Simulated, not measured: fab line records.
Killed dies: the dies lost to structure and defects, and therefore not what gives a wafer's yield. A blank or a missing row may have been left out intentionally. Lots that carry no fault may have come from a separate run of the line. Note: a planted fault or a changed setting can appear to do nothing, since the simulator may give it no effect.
Chamber matching + flow nand-harc + 4 sister chambers for NHARC_A_STAIRCASE_ETCH_169 on rie-diel-01
The step etches the open film in CH3F/O2, target depth 50 nm, time 107.1 s. 4 wafers are shown with their chamber, then 9 later ones without.

## WAFERS, EACH WITH ITS CHAMBER
| wafer  | chamber | drypump-motor-current-A (A) |
|--------|---------|-----------------------------|
| L089.5 | 2       | 6.1                         |
| L090.4 | 3       | 5.3                         |
| L090.5 | 0       | 6.0                         |
| L090.6 | 1       | 6.2                         |

## WAFERS WITHOUT THEIR CHAMBER
| wafer  | drypump-motor-current-A (A) |
|--------|-----------------------------|
| L092.1 | 5.3                         |
| L092.2 | 6.0                         |
| L092.3 | 6.3                         |
| L093.3 | 5.3                         |
| L093.4 | 6.3                         |
| L093.6 | 6.0                         |
| L094.2 | 5.4                         |
| L094.5 | 6.0                         |
| L094.6 | 5.3                         |

## WHICH CHAMBER EACH WENT THROUGH
| wafer  | from the rows above     | in truth |
|--------|-------------------------|----------|
| L092.1 | 3                       | 3        |
| L092.2 | can't be placed: 0 or 2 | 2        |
| L092.3 | can't be placed: 1 or 2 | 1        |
| L093.3 | 3                       | 3        |
| L093.4 | can't be placed: 1 or 2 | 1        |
| L093.6 | can't be placed: 0 or 2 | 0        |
| L094.2 | 3                       | 3        |
| L094.5 | can't be placed: 0 or 2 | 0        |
| L094.6 | 3                       | 3        |
Correct placement for 4 of the 9. From these rows, 5 cannot be placed; in 5 the true chamber is one of the candidates. Wrongly placed: 0.
How it was worked out, from the rows above alone: a wafer's distance from a chamber is the root of the sum, over the readings, of the square of ((its reading less the chamber's mean) divided by the reading's scatter). The wafer belongs to the nearest chamber; if the next one is less than 2 further off, it can't be placed. The mean given for a chamber averages the wafers shown for that chamber. The scatter: root of mean squared gap, hidden wafer to nearest shown wafer, with one shown wafer a chamber.
